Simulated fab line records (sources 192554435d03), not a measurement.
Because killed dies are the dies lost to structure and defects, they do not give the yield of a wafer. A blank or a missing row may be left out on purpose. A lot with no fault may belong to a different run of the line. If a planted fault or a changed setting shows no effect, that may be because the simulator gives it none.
Chamber matching	flow n5-finfet	N5_BEOL_M3_STRIP_36 on rie-diel-01 has 4 sister chambers
The step strips in N2/H2. 27 wafers are shown with their chamber, then 12 later ones without.

== WAFERS PAIRED WITH THEIR CHAMBERS ==
wafer	chamber	throttle-valve-pct (%)	drypump-motor-current-A (A)	showerhead-plenum-p-Torr (Torr)
L077.3	2	23.6	6.1	2.40
L077.4	3	23.2	6.2	2.48
L077.6	3	23.2	6.2	2.48
L075.3	0	23.9	5.2	2.64
L075.4	3	23.2	6.2	2.47
L075.6	2	23.6	6.1	2.40
L080.1	1	23.3	5.8	2.52
L080.4	3	23.2	6.2	2.47
L080.6	1	23.3	5.8	2.52
L081.1	0	23.8	5.2	2.64
L081.2	3	23.2	6.3	2.47
L081.5	2	23.6	6.2	2.40
L082.1	3	23.2	6.3	2.47
L082.4	1	23.3	5.8	2.52
L082.5	3	23.2	6.2	2.47
L086.1	1	23.3	5.8	2.51
L086.2	2	23.6	6.1	2.39
L086.4	3	23.2	6.2	2.47
L087.1	2	23.6	6.1	2.39
L087.2	0	23.9	5.2	2.64
L087.6	3	23.2	6.3	2.47
L088.2	0	23.9	5.2	2.63
L088.5	0	23.9	5.2	2.63
L088.6	1	23.3	5.8	2.51
L090.2	1	23.3	5.8	2.51
L090.3	3	23.2	6.2	2.47
L090.4	2	23.6	6.1	2.39

SIGNATURES, as means of the wafers listed above
reading	chamber 0	chamber 1	chamber 2	chamber 3	scatter within a chamber
throttle-valve-pct	23.880	23.300	23.600	23.200	0.0187
drypump-motor-current-A	5.200	5.800	6.117	6.230	0.0357
showerhead-plenum-p-Torr	2.6360	2.5150	2.3950	2.4720	0.00502
Rule: for each reading, subtract the chamber's mean from the wafer's reading, divide by that reading's scatter and square the result; add these up over the readings and take the root, which gives the wafer's distance from the chamber. The wafer belongs to the nearest chamber; if the next one is less than 2 further off, it can't be placed. The scatter: the root of (the sum of the squares of (reading less its chamber's mean) over the shown wafers, divided by (wafers less chambers)).

== WAFERS WHOSE CHAMBER IS MISSING ==
wafer	throttle-valve-pct (%)	drypump-motor-current-A (A)	showerhead-plenum-p-Torr (Torr)
L089.3	23.2	6.2	2.47
L089.4	23.9	5.3	2.63
L089.5	23.3	5.9	2.51
L094.4	23.6	6.1	2.39
L094.5	23.2	6.2	2.46
L094.6	23.9	5.2	2.63
L095.2	23.6	6.1	2.39
L095.4	23.9	5.2	2.63
L095.5	23.9	5.2	2.63
L096.1	23.9	5.2	2.63
L096.2	23.6	6.1	2.39
L096.4	23.9	5.2	2.63

== WHICH CHAMBER EACH ONE RAN IN ==
wafer	from the rows above	in truth
L089.3	3	3
L089.4	0	0
L089.5	1	1
L094.4	2	2
L094.5	3	3
L094.6	0	0
L095.2	2	2
L095.4	0	0
L095.5	0	0
L096.1	0	0
L096.2	2	2
L096.4	0	0
Correctly placed: 12 of 12. Can't be placed from these rows: 0. Number placed wrongly: 0.
